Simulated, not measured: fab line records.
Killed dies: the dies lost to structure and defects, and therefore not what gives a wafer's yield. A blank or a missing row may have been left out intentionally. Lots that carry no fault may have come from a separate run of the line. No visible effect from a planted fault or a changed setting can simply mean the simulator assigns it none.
Lot-split experiment || flow n5Finfet || 21 wafers read across 7 lots, on a route 1938 steps long

## ON THE SPLIT
At N5_BEOL_M9_COAT_60 (time 60 s, resist thk 30 nm), the setting spinRpm was moved away from the recipe's 1500 rpm on 5 of the 21 wafers read, by +6.0% to +10.3%. This setting was run at the recipe's value on the other wafers.

## FROM THE SPLIT TO THE READING: what the file shows between them, 3 steps
- N5_BEOL_M9_COAT_05: resist thk 90 nm
- N5_BEOL_M9_EBR_07
- N5_BEOL_M9_DESCUM_16: chemistry O2, time 7.9 s

## THE READING
CAR-ArF_of_BEOL_M9_COAT_05.thkNm (the simulator's own value, which no gauge read), in nm, at N5_BEOL_M9_ETCH_61 (etches SiARC in CF4, target depth 39 nm, time 65 s). There is no usual value for it anywhere in the file. The 16 wafers here that ran the recipe average 55.6 nm, standard deviation 0.38 nm.

{"wafer": "L081.2", "tool, chamber at the split": "lithoTrack-03, 0", "spinRpm as run, rpm": 1500, "against the recipe": "recipe", "CAR-ArF_of_BEOL_M9_COAT_05.thkNm, nm": 55.4, "against lot-mates on the recipe": "-"}
{"wafer": "L081.3", "tool, chamber at the split": "lithoTrack-03, 0", "spinRpm as run, rpm": 1500, "against the recipe": "recipe", "CAR-ArF_of_BEOL_M9_COAT_05.thkNm, nm": 55.4, "against lot-mates on the recipe": "-"}
{"wafer": "L081.4", "tool, chamber at the split": "lithoTrack-03, 0", "spinRpm as run, rpm": 1654, "against the recipe": "+10.3%", "CAR-ArF_of_BEOL_M9_COAT_05.thkNm, nm": 57, "against lot-mates on the recipe": "+1.6"}
{"wafer": "L082.1", "tool, chamber at the split": "lithoTrack-01, 0", "spinRpm as run, rpm": 1500, "against the recipe": "recipe", "CAR-ArF_of_BEOL_M9_COAT_05.thkNm, nm": 55.6, "against lot-mates on the recipe": "-"}
{"wafer": "L082.4", "tool, chamber at the split": "lithoTrack-01, 0", "spinRpm as run, rpm": 1500, "against the recipe": "recipe", "CAR-ArF_of_BEOL_M9_COAT_05.thkNm, nm": 55.8, "against lot-mates on the recipe": "-"}
{"wafer": "L082.5", "tool, chamber at the split": "lithoTrack-01, 0", "spinRpm as run, rpm": 1500, "against the recipe": "recipe", "CAR-ArF_of_BEOL_M9_COAT_05.thkNm, nm": 55.8, "against lot-mates on the recipe": "-"}
{"wafer": "L083.1", "tool, chamber at the split": "lithoTrack-01, 0", "spinRpm as run, rpm": 1500, "against the recipe": "recipe", "CAR-ArF_of_BEOL_M9_COAT_05.thkNm, nm": 56, "against lot-mates on the recipe": "-"}
{"wafer": "L083.4", "tool, chamber at the split": "lithoTrack-01, 0", "spinRpm as run, rpm": 1500, "against the recipe": "recipe", "CAR-ArF_of_BEOL_M9_COAT_05.thkNm, nm": 56.4, "against lot-mates on the recipe": "-"}
{"wafer": "L083.6", "tool, chamber at the split": "lithoTrack-01, 0", "spinRpm as run, rpm": 1500, "against the recipe": "recipe", "CAR-ArF_of_BEOL_M9_COAT_05.thkNm, nm": 56.4, "against lot-mates on the recipe": "-"}
{"wafer": "L089.2", "tool, chamber at the split": "lithoTrack-01, 0", "spinRpm as run, rpm": 1500, "against the recipe": "recipe", "CAR-ArF_of_BEOL_M9_COAT_05.thkNm, nm": 55, "against lot-mates on the recipe": "-"}
{"wafer": "L089.3", "tool, chamber at the split": "lithoTrack-01, 0", "spinRpm as run, rpm": 1500, "against the recipe": "recipe", "CAR-ArF_of_BEOL_M9_COAT_05.thkNm, nm": 55.4, "against lot-mates on the recipe": "-"}
{"wafer": "L089.6", "tool, chamber at the split": "lithoTrack-01, 0", "spinRpm as run, rpm": 1500, "against the recipe": "recipe", "CAR-ArF_of_BEOL_M9_COAT_05.thkNm, nm": 55.2, "against lot-mates on the recipe": "-"}
{"wafer": "L092.4", "tool, chamber at the split": "lithoTrack-01, 0", "spinRpm as run, rpm": 1590, "against the recipe": "+6.0%", "CAR-ArF_of_BEOL_M9_COAT_05.thkNm, nm": 56.2, "against lot-mates on the recipe": "+0.8"}
{"wafer": "L092.5", "tool, chamber at the split": "lithoTrack-01, 0", "spinRpm as run, rpm": 1590, "against the recipe": "+6.0%", "CAR-ArF_of_BEOL_M9_COAT_05.thkNm, nm": 56.2, "against lot-mates on the recipe": "+0.8"}
{"wafer": "L092.6", "tool, chamber at the split": "lithoTrack-01, 0", "spinRpm as run, rpm": 1500, "against the recipe": "recipe", "CAR-ArF_of_BEOL_M9_COAT_05.thkNm, nm": 55.4, "against lot-mates on the recipe": "-"}
{"wafer": "L094.2", "tool, chamber at the split": "lithoTrack-04, 0", "spinRpm as run, rpm": 1596, "against the recipe": "+6.4%", "CAR-ArF_of_BEOL_M9_COAT_05.thkNm, nm": 56.4, "against lot-mates on the recipe": "+0.6"}
{"wafer": "L094.4", "tool, chamber at the split": "lithoTrack-04, 0", "spinRpm as run, rpm": 1500, "against the recipe": "recipe", "CAR-ArF_of_BEOL_M9_COAT_05.thkNm, nm": 55.8, "against lot-mates on the recipe": "-"}
{"wafer": "L094.6", "tool, chamber at the split": "lithoTrack-04, 0", "spinRpm as run, rpm": 1596, "against the recipe": "+6.4%", "CAR-ArF_of_BEOL_M9_COAT_05.thkNm, nm": 56.4, "against lot-mates on the recipe": "+0.6"}
{"wafer": "L093.1", "tool, chamber at the split": "lithoTrack-03, 0", "spinRpm as run, rpm": 1500, "against the recipe": "recipe", "CAR-ArF_of_BEOL_M9_COAT_05.thkNm, nm": 55.6, "against lot-mates on the recipe": "-"}
{"wafer": "L093.3", "tool, chamber at the split": "lithoTrack-03, 0", "spinRpm as run, rpm": 1500, "against the recipe": "recipe", "CAR-ArF_of_BEOL_M9_COAT_05.thkNm, nm": 55.4, "against lot-mates on the recipe": "-"}
{"wafer": "L093.5", "tool, chamber at the split": "lithoTrack-03, 0", "spinRpm as run, rpm": 1500, "against the recipe": "recipe", "CAR-ArF_of_BEOL_M9_COAT_05.thkNm, nm": 55.6, "against lot-mates on the recipe": "-"}

FIT RESULTS
A straight line over all 21 wafers: CAR-ArF_of_BEOL_M9_COAT_05.thkNm changes by +0.119 nm for each +1% of spinRpm; r = +0.74; the points scatter about the line by 0.35 nm.
The same after taking each lot's own level away (the mean of its wafers on the recipe; 21 wafers): +0.131 nm for each +1%; r = +0.94; scatter 0.15 nm.
On that fit, the largest move of spinRpm shifts the reading by 1.3 nm.
The lots' own levels span 55.20 to 56.27 nm, that is 2.8 times the standard deviation above.
So the lot-to-lot level blurs the effect unless lot-mates are compared.
Check: with one of the wafers moved furthest among these (+10.3%) left out of the fit, the line predicts +1.15 nm for it against its lot-mates. It came out at +1.6 nm against them.

## THE OTHER SPLITS THESE WAFERS WENT THROUGH
Note: prior to the reading, these wafers also went through further splits. Each is held against what the fit with the lots' levels taken away leaves over:
{"other split on the same wafers": "N5_BEOL_M5_ETCH_68 biasW", "wafers away from the commonest value": 6, "r with CAR-ArF_of_BEOL_M9_COAT_05.thkNm (lot level and that fit taken away)": -0.13}
{"other split on the same wafers": "N5_BEOL_M5_TRENCH_ETCH_37 timeS", "wafers away from the commonest value": 5, "r with CAR-ArF_of_BEOL_M9_COAT_05.thkNm (lot level and that fit taken away)": -0.32}
{"other split on the same wafers": "N5_BEOL_M5_SPUTTER_90 timeS", "wafers away from the commonest value": 8, "r with CAR-ArF_of_BEOL_M9_COAT_05.thkNm (lot level and that fit taken away)": "+0.25"}

## THE WHOLE CHAIN: every reading that the file lists as answering this split, in the file's order
{"step": "N5_BEOL_M9_COAT_60", "what it does": "time 60 s, resist thk 30 nm", "reading": "SiARC_of_BEOL_M9_COAT_60.thkNm (the simulator's own value, which no gauge read)", "change (the file's fit)": "-0.14 nm for each +1% of the setting", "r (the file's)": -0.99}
{"step": "N5_BEOL_M9_ETCH_61", "what it does": "etches SiARC in CF4, target depth 39 nm, time 65 s", "reading": "etch.depthNm (the simulator's own value, which no gauge read)", "change (the file's fit)": "-0.141 nm for each +1% of the setting", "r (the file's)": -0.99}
{"step": "N5_BEOL_M9_ETCH_61", "what it does": "etches SiARC in CF4, target depth 39 nm, time 65 s", "reading": "CAR-ArF_of_BEOL_M9_COAT_05.thkNm (the simulator's own value, which no gauge read)", "change (the file's fit)": "+0.137 nm for each +1% of the setting", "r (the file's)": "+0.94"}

## THE FILE'S OWN FIT
CAR-ArF_of_BEOL_M9_COAT_05.thkNm changes by +0.137 nm for each +1% of spinRpm, r = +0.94.
